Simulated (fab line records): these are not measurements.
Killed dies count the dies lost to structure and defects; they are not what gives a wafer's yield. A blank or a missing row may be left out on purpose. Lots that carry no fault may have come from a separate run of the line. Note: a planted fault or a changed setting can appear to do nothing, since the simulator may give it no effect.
fab line records	flow n5_finfet
record lots=9	wafers=27	last_day=18
route steps=1938 shown MOL_CONTACT_COAG@610 BEOL_M0_SAQP@633 BEOL_M4@1111 PASSIVATION@1936
lots that met no fault: taken from a fault-free run of the same line
start_h: start of the lot's first displayed wafer, in hours after the record's first day	wait_h: time in hours since the lot's previous step	" the same as in the row above	L1.1+2: a single row standing in for several wafers	- no value present, or no start provided	* or withheld: withheld	< > ~ a bound
route shown NAME@n: names a module that has steps shown in the file, with the first one's number in the route	usual: mean/standard deviation taken from wafers without a fault	same: alike in all rows	chamber/n: place in a boat	sites: readings site by site	_std_site: how widely they spread, as a standard deviation	_edge_site: the outer-site mean with the inner-site mean subtracted	radius_mm: how far each site lies from the wafer's centre	mask NAME#n: copy n	behind: the most recent tool/chamber to have shaped the wafer	hold: the reason the lot was held/the length of the hold in hours/how it ended	device: whichever transistor did not switch (one of n, p or np)	end of line: tests of these same wafers at the route's end	a step without rows: its recipe alone	killed: dies that structure and defects cost at the first sort, which is not the same as the wafer's yield	map: dies across one wafer; x = killed, . = not, _ = none there
set.NAME: setting as actually run; set.NAME@STEP: the setting as run at that earlier step	model.NAME: the simulator's own value behind a step, which no gauge read
route steps across a sampled set of lots; one table per step, one row per wafer
services: a tool's chamber out of use, with start hour (start_h, from the record's first day; less than 0 if before it), hours out, and reason
## steps
# step N5_MOL_CONTACT_COAG_ETCH_67
# recipe chemistry=N2/H2	target=SOC	target_depth_a=600	overetch_a=210	mask_material=SiARC	temp_c=40	time_s=101.2	ion_energy_ev=200	pressure_mtorr=30	source_w=840	bias_w=150	n2_flow_sccm=200	h2_flow_sccm=200
# usual drypump_motor_current_A=5.8/0.44	oes_product_au=0.63/0.049	rf_vpp_V=524.6/1.5	showerhead_plenum_p_Torr=2.56/0.049	throttle_valve_pct=17.83/0.19
lot.wafer	tool	chamber	start_h	wait_h	drypump_motor_current_A	oes_product_au	rf_hours_counter_h	rf_vpp_V	showerhead_plenum_p_Torr	throttle_valve_pct
L685.3	rie_diel-02	3	101.91	0.0	5.8	0.60	203	525.5	2.63	18.01
L685.4	"	0	"	"	6.2	0.75	35	525.9	2.58	17.65
L685.5	"	2	"	"	4.9	0.63	-	524.0	2.55	18.06
L687.1	rie_diel-04	0	112.75	0.0	6.0	0.58	204	522.8	2.52	17.76
L687.4	"	1	"	"	5.3	0.59	194	527.3	2.63	17.77
L687.6	"	1	"	"	5.3	0.59	-	525.8	2.63	17.78
L692.1	rie_diel-05	0	153.17	0.0	6.1	0.63	119	523.7	2.55	17.81
L692.3	"	2	"	"	5.7	0.61	188	523.4	2.52	17.62
L692.4	"	1	"	"	6.3	0.73	30	522.4	2.49	17.38
L693.3	rie_diel-02	2	158.97	0.0	4.9	0.63	152	523.5	2.54	18.07
L693.5	"	3	"	"	5.8	0.59	-	527.6	2.62	18.04
L693.6	"	0	"	"	6.2	0.72	-	524.0	2.58	17.67
L695.3	rie_diel-05	1	176.73	0.0	6.3	0.72	39	522.5	2.48	17.41
L695.5	"	0	"	"	6.1	0.63	-	523.6	2.55	17.80
L695.6	"	3	"	"	5.5	0.63	-	527.4	2.65	17.77
L697.2	rie_diel-02	0	189.14	0.0	6.2	0.71	62	524.2	2.57	17.67
L697.3	"	1	"	"	5.7	0.62	178	523.9	2.54	17.93
L697.6	"	0	"	"	6.2	0.70	-	525.2	2.57	17.70
L699.3	rie_diel-02	0	193.91	0.0	6.2	0.71	65	525.7	2.57	17.68
L699.5	"	1	"	"	5.7	0.60	-	523.1	2.54	17.93
L699.6	"	0	"	"	6.2	0.71	-	525.1	2.57	17.70
L700.2	rie_diel-04	1	204.47	0.0	5.3	0.59	218	525.7	2.62	17.81
L700.4	"	2	"	"	6.3	0.61	193	522.7	2.52	17.81
L700.5	"	1	"	"	5.4	0.58	-	527.0	2.62	17.80
L701.2	rie_diel-02	2	205.22	0.0	4.9	0.62	170	523.2	2.53	18.12
L701.4	"	3	"	"	5.8	0.58	235	525.0	2.61	18.05
L701.5	"	3	"	"	5.8	0.58	-	524.1	2.61	18.06
# step N5_BEOL_M0_SAQP_ILD_DEP_01
# recipe material=SiOC	target_thk_a=454.19	temp_c=350	precursor=DEMS/O2	pressure_torr=5	rf_w=500	time_s=8.7
# usual chamber_pressure_Torr=5.001/0.01	heater_power_w=506/70	showerhead_plenum_p_Torr=5.694/0.015	throttle_valve_pct=11.8/0.44
lot.wafer	tool	chamber	start_h	wait_h	chamber_pressure_Torr	heater_power_w	showerhead_plenum_p_Torr	throttle_valve_pct
L685.3	pecvd-01	1	107.92	0.0	5.005	645	5.680	12.4
L685.4	"	1	"	"	4.998	516	5.676	12.4
L685.5	"	2	"	"	5.006	557	5.678	11.1
L687.1	pecvd-03	0	140.51	0.0	5.000	436	5.712	12.1
L687.4	"	1	"	"	5.022	428	5.715	11.8
L687.6	"	0	"	"	5.000	434	5.708	11.9
L692.1	pecvd-04	0	157.82	0.0	4.999	474	5.693	12.0
L692.3	"	1	"	"	4.999	603	5.711	12.2
L692.4	"	1	"	"	5.000	610	5.707	12.2
L693.3	pecvd-04	2	163.63	0.0	4.988	508	5.700	11.6
L693.5	"	1	"	"	5.011	626	5.700	11.8
L693.6	"	2	"	"	4.996	497	5.708	11.7
L695.3	pecvd-03	2	181.70	0.0	5.006	617	5.678	12.7
L695.5	"	0	"	"	4.988	404	5.699	11.7
L695.6	"	2	"	"	5.014	617	5.681	12.2
L697.2	pecvd-04	1	193.77	0.0	5.011	548	5.710	12.0
L697.3	"	0	"	"	5.000	448	5.694	11.8
L697.6	"	1	"	"	4.997	553	5.700	12.0
L699.3	pecvd-01	0	199.78	0.0	4.974	522	5.685	11.7
L699.5	"	1	"	"	5.006	597	5.678	12.5
L699.6	"	2	"	"	4.998	472	5.683	11.3
L700.2	pecvd-03	1	209.12	0.0	5.005	429	5.721	11.6
L700.4	"	1	"	"	5.000	422	5.708	11.7
L700.5	"	0	"	"	4.993	466	5.704	11.8
L701.2	pecvd-01	1	212.12	0.0	4.986	581	5.677	12.2
L701.4	"	2	"	"	4.980	472	5.674	11.2
L701.5	"	0	"	"	5.001	434	5.706	11.3
# step N5_BEOL_M0_SAQP_PECVD_04
# recipe material=a-Si	target_thk_a=600	temp_c=350	precursor=SiH4/He	pressure_torr=3	rf_w=100	time_s=60.2
# usual chamber_pressure_Torr=3.001/0.0065	heater_power_w=649/76	showerhead_plenum_p_Torr=5.67/0.041	throttle_valve_pct=18.0/0.61
lot.wafer	tool	chamber	start_h	wait_h	chamber_pressure_Torr	heater_power_w	showerhead_plenum_p_Torr	throttle_valve_pct
L685.3	pecvd-01	0	109.71	0.0	3.008	713	5.67	17.6
L685.4	"	2	"	"	2.998	674	5.60	16.7
L685.5	"	0	"	"	3.006	693	5.66	17.4
L687.1	pecvd-04	1	140.79	0.0	2.998	695	5.68	18.6
L687.4	"	1	"	"	3.007	691	5.68	18.3
L687.6	"	2	"	"	2.999	596	5.63	17.5
L692.1	pecvd-03	2	159.48	0.0	3.002	760	5.63	19.0
L692.3	"	0	"	"	3.003	607	5.73	18.0
L692.4	"	2	"	"	3.000	737	5.64	18.7
L693.3	pecvd-04	0	165.77	0.0	2.998	545	5.67	18.2
L693.5	"	2	"	"	2.998	630	5.63	17.4
L693.6	"	0	"	"	2.993	546	5.66	18.1
L695.3	pecvd-04	2	182.42	0.0	3.005	601	5.64	17.9
L695.5	"	2	"	"	2.998	593	5.63	17.9
L695.6	"	0	"	"	3.010	624	5.67	18.6
L697.2	pecvd-04	2	194.06	0.0	3.008	599	5.64	17.7
L697.3	"	0	"	"	3.014	649	5.67	18.2
L697.6	"	1	"	"	2.995	740	5.67	18.6
L699.3	pecvd-04	0	200.98	0.0	3.006	564	5.66	18.0
L699.5	"	0	"	"	2.997	551	5.65	18.5
L699.6	"	1	"	"	3.008	663	5.68	18.8
L700.2	pecvd-03	0	210.35	0.0	3.001	521	5.71	18.3
L700.4	"	1	"	"	2.982	587	5.73	17.9
L700.5	"	0	"	"	3.009	525	5.73	18.3
L701.2	pecvd-04	1	212.63	0.0	3.000	778	5.68	18.4
L701.4	"	2	"	"	3.003	654	5.63	17.9
L701.5	"	1	"	"	2.998	787	5.68	18.7
# step N5_BEOL_M0_SAQP_THK_MEAS_05
# usual thk_nm=59.8/0.7
lot.wafer	tool	chamber	start_h	wait_h	thk_nm
L685.3	film_metro-01	-	109.81	0.1	59.0
L685.4	"	-	"	"	59.2
L685.5	"	-	"	"	59.7
L687.1	film_metro-01	-	140.89	0.1	59.5
L687.4	"	-	"	"	59.8
L687.6	"	-	"	"	60.5
L692.1	film_metro-02	-	159.58	0.1	59.9
L692.3	"	-	"	"	58.9
L692.4	"	-	"	"	59.9
L693.3	film_metro-01	-	165.87	0.1	60.0
L693.5	"	-	"	"	60.1
L693.6	"	-	"	"	60.9
L695.3	film_metro-01	-	182.52	0.1	59.2
L695.5	"	-	"	"	60.4
L695.6	"	-	"	"	60.5
L697.2	film_metro-02	-	194.16	0.1	59.7
L697.3	"	-	"	"	59.5
L697.6	"	-	"	"	59.7
L699.3	film_metro-01	-	201.08	0.1	58.8
L699.5	"	-	"	"	64.3
L699.6	"	-	"	"	58.9
L700.2	film_metro-01	-	210.48	0.1	59.0
L700.4	"	-	"	"	60.3
L700.5	"	-	"	"	60.2
L701.2	film_metro-02	-	212.73	0.1	59.7
L701.4	"	-	"	"	59.8
L701.5	"	-	"	"	64.6
# step N5_BEOL_M0_SAQP_HM_DEP_111
# recipe material=SiO2	target_thk_a=120	temp_c=400	precursor=SiH4/N2O	pressure_torr=0.75	rf_w=275	time_s=7.2
# usual chamber_pressure_Torr=0.7498/0.0017	heater_power_w=805/100	showerhead_plenum_p_Torr=8.16/0.12
lot.wafer	tool	chamber	start_h	wait_h	chamber_pressure_Torr	heater_power_w	showerhead_plenum_p_Torr
L685.3	pecvd-03	0	109.84	0.0	0.7518	740	8.31
L685.4	"	1	"	"	0.7465	717	8.30
L685.5	"	2	"	"	0.7488	843	8.09
L687.1	pecvd-04	2	140.93	0.0	0.7483	735	8.08
L687.4	"	2	"	"	0.7496	751	8.06
L687.6	"	1	"	"	0.7507	960	8.17
L692.1	pecvd-01	1	159.62	0.0	0.7482	873	8.01
L692.3	"	2	"	"	0.7488	824	8.02
L692.4	"	2	"	"	0.7525	792	7.99
L693.3	pecvd-03	2	165.90	0.0	0.7493	974	8.09
L693.5	"	0	"	"	0.7504	768	8.33
L693.6	"	1	"	"	0.7503	707	8.31
L695.3	pecvd-03	2	182.55	0.0	0.7505	918	8.07
L695.5	"	0	"	"	0.7514	730	8.32
L695.6	"	2	"	"	0.7524	941	8.07
L697.2	pecvd-03	0	194.19	0.0	0.7491	643	8.33
L697.3	"	2	"	"	0.7483	939	8.08
L697.6	"	1	"	"	0.7514	764	8.31
L699.3	pecvd-03	0	201.11	0.0	0.7492	728	8.33
L699.5	"	0	"	"	0.7503	707	8.34
L699.6	"	1	"	"	0.7491	793	8.33
L700.2	pecvd-04	1	210.52	0.0	0.7513	988	8.17
L700.4	"	1	"	"	0.7498	978	8.19
L700.5	"	2	"	"	0.7492	709	8.06
L701.2	pecvd-01	1	212.77	0.0	0.7518	965	8.00
L701.4	"	0	"	"	0.7506	863	8.19
L701.5	"	2	"	"	0.7482	901	7.99
# step N5_BEOL_M4_RC_MEAS_101
# usual DIBL_N=36.0/1.3	DIBL_P=36.2/1.7	IOFF_N=0.155/0.024	IOFF_P=0.21/0.034	ION_N=674/9	ION_P=463/7.1	SS_N=71.4/0.5	SS_P=73.4/0.57	VT_N=250.0/2.8	VT_P=-251/3.2
lot.wafer	tool	chamber	start_h	wait_h	DIBL_N[mV/V]	DIBL_P[mV/V]	IOFF_N[nA/um]	IOFF_P[nA/um]	ION_N[uA/um]	ION_P[uA/um]	SS_N[mV/dec]	SS_P[mV/dec]	VT_N[mV]	VT_P[mV]
L685.3	prober-01	0	211.10	0.3	34.4	34.2	0.113	0.17	654	457	70.8	72.5	255.3	-254
L685.4	"	0	"	"	32.8	32.1	0.097	0.14	654	454	70.5	72.9	255.2	-256
L685.5	"	0	"	"	34.7	34.6	0.123	0.18	664	460	71.1	73.6	254.6	-253
L687.1	prober-01	0	249.90	0.0	35.8	35.3	0.143	0.18	675	457	71.1	72.9	250.7	-252
L687.4	"	0	"	"	35.7	35.4	0.144	0.19	675	458	70.8	73.4	251.6	-252
L687.6	"	0	"	"	37.3	37.0	0.171	0.20	680	459	71.6	73.3	249.7	-251
L692.1	prober-01	0	269.10	0.0	37.7	38.9	0.166	0.21	681	468	72.4	73.9	249.4	-251
L692.3	"	0	"	"	35.2	34.5	0.118	0.15	655	447	71.3	72.2	251.3	-257
L692.4	"	0	"	"	38.3	39.2	0.181	0.22	676	467	71.6	73.0	248.6	-251
L693.3	prober-02	0	275.80	0.3	36.0	37.5	0.157	0.21	672	459	71.7	73.4	250.7	-251
L693.5	"	0	"	"	35.0	35.7	0.144	0.18	667	452	71.4	73.0	251.3	-252
L693.6	"	0	"	"	35.2	36.4	0.153	0.19	678	462	70.7	74.2	250.9	-251
L695.3	prober-02	0	281.25	0.3	37.5	39.4	0.196	0.24	679	463	72.0	74.1	245.8	-251
L695.5	"	0	"	"	38.5	40.3	0.211	0.26	686	470	72.0	74.4	245.1	-248
L695.6	"	0	"	"	37.3	38.6	0.194	0.23	689	464	71.0	74.2	244.4	-250
L697.2	prober-01	0	295.89	0.2	32.6	33.0	0.126	0.17	665	462	70.7	72.7	251.9	-253
L697.3	"	0	"	"	34.1	34.6	0.147	0.19	671	461	71.9	73.3	247.8	-251
L697.6	"	0	"	"	34.0	34.4	0.142	0.19	668	451	71.4	73.1	248.8	-250
L699.3	prober-01	0	310.47	0.3	34.8	35.8	0.141	0.19	666	463	72.3	73.6	248.4	-253
L699.5	"	0	"	"	34.8	36.5	0.150	0.21	667	464	72.2	72.3	252.6	-249
L699.6	"	0	"	"	34.4	35.5	0.139	0.19	662	457	71.7	73.4	248.3	-251
L700.2	prober-02	0	311.95	0.2	37.7	36.4	0.176	0.26	683	472	71.4	74.0	245.8	-246
L700.4	"	0	"	"	35.4	33.7	0.134	0.21	668	465	72.0	73.5	247.5	-246
L700.5	"	0	"	"	38.0	37.1	0.192	0.28	678	473	72.3	73.9	245.9	-243
L701.2	prober-02	0	319.44	0.2	38.0	38.0	0.180	0.24	680	466	71.8	73.8	249.6	-252
L701.4	"	0	"	"	36.2	36.0	0.142	0.20	664	459	71.0	73.3	249.0	-252
L701.5	"	0	"	"	36.5	35.8	0.143	0.20	667	463	71.7	73.8	253.3	-252
# step N5_PASSIVATION_PROBE_49
# usual defect_limited_yield=90.8/1.7	killed_at_M0_to_M3=37/12	killed_at_M4_up=15/5.6	killed_at_contacts=13/6.9	killed_at_front_end=40/11	killed_at_other=4/3.2	killed_dies=109/20	killed_on_rim=14/4.3	killed_open=73/15	killed_short=35/8.3	sort_bin_5_function=5.4/1.1	sort_bin_6_memory=3.5/0.73	sort_n_pass=1071/20	sort_yield_pct=90.8/1.7
# same gross_dies=1180	killed_at_back_side=0	sort_bin_4_leakage[%]=0	sort_bin_8_speed[%]=0
lot.wafer	tool	chamber	start_h	wait_h	defect_limited_yield[%]	killed_at_M0_to_M3	killed_at_M4_up	killed_at_contacts	killed_at_front_end	killed_at_other	killed_dies	killed_on_rim	killed_open	killed_short	sort_bin_5_function[%]	sort_bin_6_memory[%]	sort_n_pass	sort_yield_pct[%]
L685.3	prober-01	-	307.44	0.1	90.4	33	17	24	34	5	113	13	87	26	5.8	3.5	1067	90.4
L685.4	prober-01	-	307.49	0.2	90.8	46	7	16	38	1	108	9	79	29	5.3	3.5	1072	90.8
L685.5	prober-01	-	307.54	0.2	88.2	37	12	22	60	8	139	16	104	35	7.0	4.4	1041	88.2
L687.1	prober-01	-	346.84	0.0	92.4	39	7	7	32	5	90	13	56	34	4.1	3.1	1090	92.4
L687.4	prober-01	-	346.99	0.2	90.3	32	15	19	45	4	115	14	65	50	6.0	3.5	1065	90.3
L687.6	prober-01	-	347.09	0.3	91.0	33	7	15	38	13	106	9	68	38	4.6	3.9	1074	91.0
L692.1	prober-01	-	377.42	0.0	87.4	49	11	25	54	10	149	25	103	45	8.3	4.1	1031	87.4
L692.3	prober-01	-	377.52	0.1	90.6	30	14	27	34	6	111	13	74	36	6.1	3.0	1069	90.6
L692.4	prober-01	-	377.57	0.2	89.7	35	16	25	43	3	122	11	82	40	5.4	4.6	1058	89.7
L693.3	prober-01	-	387.63	0.1	91.1	20	12	8	63	2	105	13	79	24	5.0	3.6	1075	91.1
L693.5	prober-01	-	387.73	0.2	90.4	38	8	13	50	4	113	12	71	42	5.7	3.7	1067	90.4
L693.6	prober-01	-	387.78	0.3	91.5	26	9	8	53	4	100	10	61	37	5.4	2.8	1080	91.5
L695.3	prober-01	-	398.08	0.1	89.9	72	8	15	22	2	119	17	82	36	5.4	4.0	1061	89.9
L695.5	prober-01	-	398.18	0.2	87.5	74	17	12	45	0	148	27	104	43	7.6	4.7	1032	87.5
L695.6	prober-01	-	398.23	0.3	87.5	73	4	9	53	8	147	23	103	44	7.5	4.7	1033	87.5
L697.2	prober-02	-	403.14	0.1	93.3	16	10	10	42	1	79	12	46	33	3.8	2.6	1101	93.3
L697.3	prober-02	-	403.19	0.1	92.6	24	12	9	39	3	87	12	56	31	3.4	3.6	1093	92.6
L697.6	prober-02	-	403.34	0.3	90.9	31	20	17	33	6	107	13	79	27	5.7	3.1	1073	90.9
L699.3	prober-01	-	411.94	0.1	91.9	39	13	8	35	1	96	14	68	28	5.0	2.8	1084	91.9
L699.5	prober-01	-	412.04	0.2	91.8	34	8	8	44	3	97	11	50	47	4.8	2.9	1083	91.8
L699.6	prober-01	-	412.09	0.3	92.2	39	12	5	32	4	92	10	61	30	4.7	2.5	1088	92.2
L700.2	prober-02	-	424.92	0.1	90.5	28	28	8	44	4	112	14	69	41	5.1	3.5	1068	90.5
L700.4	prober-02	-	425.02	0.2	87.5	47	16	7	76	2	148	15	107	39	7.3	4.8	1032	87.5
L700.5	prober-02	-	425.07	0.2	92.2	31	19	6	33	3	92	6	59	32	5.1	2.5	1088	92.2
L701.2	prober-01	-	425.93	0.1	90.8	42	13	14	38	1	108	14	64	44	5.9	3.0	1072	90.8
L701.4	prober-01	-	426.03	0.2	90.1	38	17	17	37	8	117	17	69	48	5.3	4.4	1063	90.1
L701.5	prober-01	-	426.08	0.2	93.3	34	11	15	18	1	79	11	47	31	4.2	2.1	1101	93.3
# killed by level:class
L685.3 MOL_CONTACT_COAG:geometric_particle:open=23 BEOL_M0_SAQP:geometric_particle:short=8 BEOL_M3:geometric_particle:open=8 STI_FIN_REVEAL:geometric_particle:open=6 BEOL_M1:geometric_particle:open=6 BEOL_M5:geometric_particle:open=6 BEOL_M0_SAQP:geometric_particle:open=5 BEOL_M7:geometric_particle:open=5
L685.4 MOL_CONTACT_COAG:geometric_particle:open=15 FIN_SAQP:geometric_particle:open=12 BEOL_M0_SAQP:geometric_particle:open=12 BEOL_M0_SAQP:geometric_particle:short=11 STI_FIN_REVEAL:geometric_particle:open=10 BEOL_M2:geometric_particle:open=6 BEOL_M0:geometric_particle:open=5 BEOL_M1:geometric_particle:open=5
L685.5 STI_FIN_REVEAL:geometric_particle:open=18 MOL_CONTACT_COAG:geometric_particle:open=17 BEOL_M0_SAQP:geometric_particle:open=10 FIN_SAQP:geometric_particle:open=9 BEOL_M2:geometric_particle:open=9 DUMMY_GATE:geometric_particle:open=7 GATE_CUT:geometric_particle:short=6 BEOL_M3:geometric_particle:open=6
L687.1 BEOL_M0_SAQP:geometric_particle:open=9 FIN_SAQP:geometric_particle:open=8 BEOL_M0_SAQP:geometric_particle:short=8 BEOL_M1:geometric_particle:open=8 GATE_CUT:geometric_particle:open=5 BEOL_M2:geometric_particle:open=5 BEOL_M1:geometric_particle:short=5 FIN_SAQP:geometric_particle:short=4
L687.4 STI_FIN_REVEAL:geometric_particle:open=14 MOL_CONTACT_COAG:geometric_particle:open=11 FIN_SAQP:geometric_particle:short=10 BEOL_M0_SAQP:geometric_particle:open=9 MOL_CONTACT_COAG:geometric_particle:short=8 BEOL_M0_SAQP:geometric_particle:short=7 BEOL_M4:geometric_particle:open=7 BEOL_M3:geometric_particle:open=5
L687.6 STI_FIN_REVEAL:geometric_particle:open=17 FIN_SAQP:geometric_particle:open=8 MOL_CONTACT_COAG:geometric_particle:open=8 BEOL_M2:geometric_particle:open=8 MOL_CONTACT_COAG:geometric_particle:short=7 MIM_TOP:geometric_particle:short=7 BEOL_M0_SAQP:geometric_particle:open=6 STI_FIN_REVEAL:geometric_particle:short=4
L692.1 MOL_CONTACT_COAG:geometric_particle:open=20 BEOL_M0_SAQP:geometric_particle:open=17 BEOL_M0_SAQP:geometric_particle:short=16 STI_FIN_REVEAL:geometric_particle:open=15 FIN_SAQP:geometric_particle:open=8 ILD0:geometric_particle:open=7 FIN_SAQP:geometric_particle:short=5 MOL_CONTACT_COAG:geometric_particle:short=5
L692.3 MOL_CONTACT_COAG:geometric_particle:open=20 BEOL_M0_SAQP:geometric_particle:short=10 BEOL_M0_SAQP:geometric_particle:open=9 FIN_SAQP:geometric_particle:open=6 GATE_CUT:geometric_particle:short=6 MOL_CONTACT_COAG:geometric_particle:short=6 GATE_CUT:geometric_particle:open=5 BEOL_M2:geometric_particle:open=4
L692.4 MOL_CONTACT_COAG:geometric_particle:open=21 FIN_SAQP:geometric_particle:short=9 BEOL_M1:geometric_particle:open=8 STI_FIN_REVEAL:geometric_particle:open=8 BEOL_M5:geometric_particle:open=8 FIN_SAQP:geometric_particle:open=7 BEOL_M2:geometric_particle:open=6 BEOL_M0_SAQP:geometric_particle:short=6
L693.3 FIN_SAQP:geometric_particle:open=24 FIN_SAQP:geometric_particle:short=10 STI_FIN_REVEAL:geometric_particle:open=9 MOL_CONTACT_COAG:geometric_particle:open=8 BEOL_M4:geometric_particle:open=6 BEOL_M2:geometric_particle:open=5 GATE_CUT:geometric_particle:short=5 DUMMY_GATE:geometric_particle:open=4
L693.5 STI_FIN_REVEAL:geometric_particle:open=12 MOL_CONTACT_COAG:geometric_particle:open=10 BEOL_M3:geometric_particle:open=10 FIN_SAQP:geometric_particle:short=6 GATE_CUT:geometric_particle:short=6 BEOL_M0_SAQP:geometric_particle:short=6 FIN_SAQP:geometric_particle:open=5 STI_FIN_REVEAL:geometric_particle:short=5
L693.6 FIN_SAQP:geometric_particle:open=9 STI_FIN_REVEAL:geometric_particle:open=9 FIN_SAQP:geometric_particle:short=7 GATE_CUT:geometric_particle:short=6 MOL_CONTACT_COAG:geometric_particle:open=6 BEOL_M4:geometric_particle:open=5 BEOL_M2:geometric_particle:open=5 DUMMY_GATE:geometric_particle:open=4
L695.3 BEOL_M2:geometric_particle:open=21 BEOL_M3:geometric_particle:open=17 MOL_CONTACT_COAG:geometric_particle:open=12 BEOL_M0_SAQP:geometric_particle:short=11 BEOL_M0_SAQP:geometric_particle:open=10 FIN_SAQP:geometric_particle:short=4 STI_FIN_REVEAL:geometric_particle:open=4 DUMMY_GATE:geometric_particle:open=4
L695.5 BEOL_M2:geometric_particle:open=21 BEOL_M3:geometric_particle:open=19 MOL_CONTACT_COAG:geometric_particle:open=11 STI_FIN_REVEAL:geometric_particle:open=10 BEOL_M0_SAQP:geometric_particle:open=9 BEOL_M0_SAQP:geometric_particle:short=9 BEOL_M4:geometric_particle:open=8 FIN_SAQP:geometric_particle:short=6
L695.6 BEOL_M2:geometric_particle:open=24 BEOL_M0_SAQP:geometric_particle:open=14 FIN_SAQP:geometric_particle:open=13 STI_FIN_REVEAL:geometric_particle:open=12 BEOL_M0_SAQP:geometric_particle:short=9 BEOL_M2:geometric_particle:short=9 MOL_CONTACT_COAG:geometric_particle:open=8 BEOL_M3:geometric_particle:open=7
L697.2 STI_FIN_REVEAL:geometric_particle:open=14 MOL_CONTACT_COAG:geometric_particle:open=8 GATE_CUT:geometric_particle:short=6 BEOL_M2:geometric_particle:open=4 FIN_SAQP:geometric_particle:short=3 FIN_SAQP:geometric_particle:open=3 DUMMY_GATE:geometric_particle:open=3 BEOL_M0_SAQP:geometric_particle:short=3
L697.3 STI_FIN_REVEAL:geometric_particle:open=12 MOL_CONTACT_COAG:geometric_particle:open=8 DUMMY_GATE:geometric_particle:open=5 BEOL_M0:geometric_particle:open=5 STI_FIN_REVEAL:geometric_particle:short=4 DUMMY_GATE:geometric_particle:short=4 BEOL_M0_SAQP:geometric_particle:open=4 BEOL_M3:geometric_particle:open=4
L697.6 STI_FIN_REVEAL:geometric_particle:open=17 MOL_CONTACT_COAG:geometric_particle:open=15 BEOL_M2:geometric_particle:open=13 BEOL_M4:geometric_particle:open=11 BEOL_M0_SAQP:geometric_particle:open=6 STI_FIN_REVEAL:geometric_particle:short=5 BEOL_M0_SAQP:geometric_particle:short=5 FIN_SAQP:geometric_particle:open=3
L699.3 BEOL_M0_SAQP:geometric_particle:short=11 STI_FIN_REVEAL:geometric_particle:open=10 BEOL_M1:geometric_particle:open=9 MOL_CONTACT_COAG:geometric_particle:open=8 BEOL_M2:geometric_particle:open=8 BEOL_M0_SAQP:geometric_particle:open=6 ILD0:geometric_particle:open=4 FIN_SAQP:geometric_particle:open=3
L699.5 FIN_SAQP:geometric_particle:short=12 BEOL_M0_SAQP:geometric_particle:short=12 STI_FIN_REVEAL:geometric_particle:open=10 BEOL_M0_SAQP:geometric_particle:open=8 MOL_CONTACT_COAG:geometric_particle:open=5 FIN_SAQP:geometric_particle:open=4 ILD0:geometric_particle:short=4 MOL_CONTACT_COAG:geometric_particle:short=3
L699.6 STI_FIN_REVEAL:geometric_particle:open=10 BEOL_M3:geometric_particle:open=9 BEOL_M2:geometric_particle:open=7 BEOL_M0_SAQP:geometric_particle:short=6 BEOL_M0_SAQP:geometric_particle:open=5 BEOL_M0:geometric_particle:open=5 FIN_SAQP:geometric_particle:open=4 MOL_CONTACT_COAG:geometric_particle:open=4
L700.2 BEOL_M4:geometric_particle:open=16 FIN_SAQP:geometric_particle:short=15 DUMMY_GATE:geometric_particle:open=7 MOL_CONTACT_COAG:geometric_particle:open=7 BEOL_M2:geometric_particle:open=7 BEOL_M4:geometric_particle:short=7 BEOL_M1:geometric_particle:open=5 FIN_SAQP:geometric_particle:open=4
L700.4 FIN_SAQP:geometric_particle:short=17 STI_FIN_REVEAL:geometric_particle:open=16 BEOL_M0_SAQP:geometric_particle:open=15 FIN_SAQP:geometric_particle:open=14 BEOL_M2:geometric_particle:open=13 BEOL_M4:geometric_particle:open=9 BEOL_M1:geometric_particle:open=8 DUMMY_GATE:geometric_particle:open=7
L700.5 BEOL_M4:geometric_particle:open=11 FIN_SAQP:geometric_particle:open=7 BEOL_M0_SAQP:geometric_particle:short=7 BEOL_M0_SAQP:geometric_particle:open=7 BEOL_M3:geometric_particle:open=7 MOL_CONTACT_COAG:geometric_particle:open=5 FIN_SAQP:geometric_particle:short=3 SDB:geometric_particle:short=3
L701.2 BEOL_M2:geometric_particle:open=16 FIN_SAQP:geometric_particle:open=9 MOL_CONTACT_COAG:geometric_particle:open=9 GATE_CUT:geometric_particle:short=8 FIN_SAQP:geometric_particle:short=7 BEOL_M0_SAQP:geometric_particle:short=6 BEOL_M2:geometric_particle:short=6 BEOL_M5:geometric_particle:open=6
L701.4 MOL_CONTACT_COAG:geometric_particle:open=14 BEOL_M0_SAQP:geometric_particle:short=9 FIN_SAQP:geometric_particle:open=7 GATE_CUT:geometric_particle:short=7 BEOL_M2:geometric_particle:open=6 BEOL_M2:geometric_particle:short=6 BEOL_M3:geometric_particle:open=6 BEOL_M4:geometric_particle:open=6
L701.5 MOL_CONTACT_COAG:geometric_particle:open=14 BEOL_M2:geometric_particle:short=8 FIN_SAQP:geometric_particle:short=6 BEOL_M2:geometric_particle:open=6 BEOL_M5:geometric_particle:open=6 BEOL_M0_SAQP:geometric_particle:short=5 STI_FIN_REVEAL:geometric_particle:open=4 BEOL_M1:geometric_particle:open=4
## services
tool	chamber	start_h	hours	kind
rie_diel-02	-	91.19	4.7	repair
pecvd-03	2	100.24	5.5	scheduled_down
pecvd-03	-	122.54	2.8	pm
pecvd-01	0	131.24	13.8	repair
rie_diel-04	1	137.43	26.9	repair
rie_diel-04	-	140.31	15.6	pm
pecvd-01	1	177.48	-	calibration
rie_diel-02	-	187.57	0.5	repair
pecvd-03	2	202.38	-	clean
pecvd-03	2	202.38	-	consumable_replace:showerhead
pecvd-03	2	202.38	29.0	scheduled_down
pecvd-03	2	202.38	29.0	vent_cycle
pecvd-04	2	209.60	-	calibration
## key
first_sign step=N5_BEOL_M0_SAQP_THK_MEAS_05	reading=thk_nm	direction=up	sigmas=6.6	usual=*	struck=*
effect none on later readings
met_at N5_BEOL_M0_SAQP_PECVD_04
struck_lots L699,L701
struck_wafers L699.5,L701.5
not_acting_at N5_MOL_CONTACT_COAG_ETCH_67,N5_BEOL_M0_SAQP_ILD_DEP_01,N5_BEOL_M0_SAQP_HM_DEP_111
onset_between 194.06 200.98
fault kind=process_parameter_drift	tool=pecvd-04	chamber=-	onset_h=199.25	steps=N5_BEOL_M0_SAQP_PECVD_04	channel=time_s	offset=*	shape=step	end_h=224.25	scope=struck_wafers_only	acts_in=*	stated=*
